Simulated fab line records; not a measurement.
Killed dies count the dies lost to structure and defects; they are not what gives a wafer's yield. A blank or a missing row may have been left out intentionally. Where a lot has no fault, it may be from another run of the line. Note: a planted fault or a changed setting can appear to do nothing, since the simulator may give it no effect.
Lot-split experiment	flow n5_finfet	7 lots, 39 wafers read, on a route of 1938 steps

ABOUT THE SPLIT
At N5_DUMMY_GATE_ETCH_44 (etches poly-Si in HBr/O2, stops on SiO2, target depth 127.5 nm), the setting target_depth_a was moved away from the recipe's 1275 angstrom on 18 of the 39 wafers read, by -6.4% to +11.1%. All remaining wafers had this setting at the recipe value.

The reading comes from the split's own step.

THE READING
oes_product_au, in a.u., at N5_DUMMY_GATE_ETCH_44 (etches poly-Si in HBr/O2, stops on SiO2, target depth 127.5 nm). Fault-free wafers of this fab line usually give 0.722 a.u., standard deviation 0.011 a.u.

wafer	tool, chamber at the split	target_depth_a as run, angstrom	against the recipe	oes_product_au, a.u.	against lot-mates on the recipe
L079.1	rie_si-02, 2	1356	+6.4%	0.685	-0.036
L079.2	rie_si-02, 0	1356	+6.4%	0.693	-0.028
L079.3	rie_si-02, 1	1356	+6.4%	0.695	-0.026
L079.4	rie_si-02, 3	1275	recipe	0.720	-
L079.5	rie_si-02, 1	1275	recipe	0.716	-
L079.6	rie_si-02, 0	1275	recipe	0.727	-
L084.1	rie_si-01, 0	1222	-4.2%	0.739	+0.017
L084.2	rie_si-01, 3	1275	recipe	0.723	-
L084.3	rie_si-01, 2	1275	recipe	0.724	-
L084.4	rie_si-01, 1	1222	-4.2%	0.732	+0.010
L084.5	rie_si-01, 1	1275	recipe	0.720	-
L084.6	rie_si-01, 0	1222	-4.2%	0.729	+0.007
L085.1	rie_si-04, 0	1275	recipe	0.727	-
L085.2	rie_si-04, 3	1275	recipe	0.737	-
L085.3	rie_si-04, 1	1416	+11.1%	0.663	-0.063
L085.4	rie_si-04, 2	1275	recipe	0.715	-
L085.5	rie_si-04, 3	1416	+11.1%	0.695	-0.031
L085.6	rie_si-04, 2	1416	+11.1%	0.677	-0.049
L088.1	rie_si-04, 2	1275	recipe	0.716	-
L088.2	rie_si-04, 1	1195	-6.3%	0.748	+0.031
L088.3	rie_si-04, 0	1195	-6.3%	0.745	+0.028
L088.4	rie_si-04, 3	1275	recipe	0.726	-
L088.5	rie_si-04, 1	1275	recipe	0.709	-
L088.6	rie_si-04, 2	1195	-6.3%	0.741	+0.024
L094.1	rie_si-02, 0	1194	-6.4%	0.740	+0.026
L094.2	rie_si-02, 2	1275	recipe	0.708	-
L094.3	rie_si-02, 1	1275	recipe	0.717	-
L094.4	rie_si-02, 3	1194	-6.4%	0.741	+0.027
L094.5	rie_si-02, 1	1275	recipe	0.718	-
L094.6	rie_si-02, 2	1194	-6.4%	0.725	+0.011
L095.4	rie_si-04, 0	1275	recipe	0.732	-
L095.5	rie_si-04, 3	1275	recipe	0.733	-
L095.6	rie_si-04, 2	1275	recipe	0.727	-
L097.1	rie_si-01, 0	1275	recipe	0.724	-
L097.2	rie_si-01, 3	1220	-4.3%	0.747	+0.024
L097.3	rie_si-01, 2	1220	-4.3%	0.747	+0.024
L097.4	rie_si-01, 1	1275	recipe	0.719	-
L097.5	rie_si-01, 1	1275	recipe	0.726	-
L097.6	rie_si-01, 0	1220	-4.3%	0.721	-0.002

FIT RESULTS
A straight line over all 39 wafers: oes_product_au changes by -0.00371 a.u. for each +1% of target_depth_a; r = -0.90; the points scatter about the line by 0.0087 a.u.
The same after taking each lot's own level away (the mean of its wafers on the recipe; 39 wafers): -0.00412 a.u. for each +1%; r = -0.93; scatter 0.0074 a.u.
That fit puts the effect of the largest move of target_depth_a on the reading at 0.046 a.u.
The lots' own levels span 0.7143 to 0.7307 a.u., that is 1.5 times the standard deviation above.
So the lot-to-lot level changes the slope little: the two slopes agree.
Check: with one of the wafers moved furthest among these (+11.1%) left out of the fit, the line predicts -0.0433 a.u. for it against its lot-mates. Against them it came out at -0.0633 a.u.
Tool readings at the split's step, against how far the setting was moved: oes_product_au r = -0.90.

FURTHER SPLITS ON THESE WAFERS
These wafers also went through other splits before the reading. Each is held against what the fit with the lots' levels taken away leaves over:
other split on the same wafers	wafers away from the commonest value	r with oes_product_au (lot level and that fit taken away)
N5_FIN_CUT_ETCH_21 time_s	15	-0.13

THE FILE'S OWN FIT
oes_product_au changes by -0.00409 a.u. for each +1% of target_depth_a, r = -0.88.
